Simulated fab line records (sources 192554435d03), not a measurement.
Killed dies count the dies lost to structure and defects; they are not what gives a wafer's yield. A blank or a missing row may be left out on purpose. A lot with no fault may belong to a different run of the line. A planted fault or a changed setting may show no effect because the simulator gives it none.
Chamber matching    flow n5-finfet    N5_BEOL_M4_PRE_CLEAN_60 on cvd-co-02 has 3 sister chambers
The step time 15 s. 27 wafers are shown with their chamber, then 12 later ones without.

== EACH WAFER AND ITS CHAMBER ==
wafer   chamber  heater-power-w (W)
L074.2  0        112
L074.3  1        123
L074.5  2        66
L075.3  2        67
L075.4  1        120
L075.6  2        67
L077.1  2        67
L077.2  1        119
L077.5  0        112
L076.1  0        110
L076.5  1        120
L076.6  0        113
L081.1  0        112
L081.2  1        123
L081.4  1        122
L080.1  0        111
L080.3  1        122
L080.4  2        66
L082.1  0        114
L082.2  2        66
L082.5  1        124
L084.2  1        121
L084.4  2        66
L084.6  1        121
L085.3  1        124
L085.5  1        123
L085.6  0        113

SIGNATURES, as means of the wafers listed above
reading         chamber 0  chamber 1  chamber 2  scatter within a chamber
heater-power-w  112.12     121.83     66.43      1.33
Rule: for each reading, subtract the chamber's mean from the wafer's reading, divide by that reading's scatter and square the result; add these up over the readings and take the root, which gives the wafer's distance from the chamber. If the next closest chamber is less than 2 further off than the closest, the wafer can't be placed; otherwise it belongs to the closest. The scatter is the square root of a quotient: the sum, over the shown wafers, of each reading's squared deviation from its chamber's mean, divided by wafers minus chambers.

== WAFERS WITHOUT THEIR CHAMBER ==
wafer   heater-power-w (W)
L086.1  110
L086.2  68
L086.4  109
L088.1  121
L088.2  114
L088.4  111
L087.4  119
L087.5  111
L087.6  67
L090.1  122
L090.2  110
L090.4  68

== THE CHAMBER EACH PASSED THROUGH ==
wafer   from the rows above  in truth
L086.1  0                    0
L086.2  2                    2
L086.4  0                    0
L088.1  1                    1
L088.2  0                    0
L088.4  0                    0
L087.4  1                    1
L087.5  0                    0
L087.6  2                    2
L090.1  1                    1
L090.2  0                    0
L090.4  2                    2
Placed correctly: 12 of 12. Number that these rows cannot place: 0. Wrongly placed: 0.
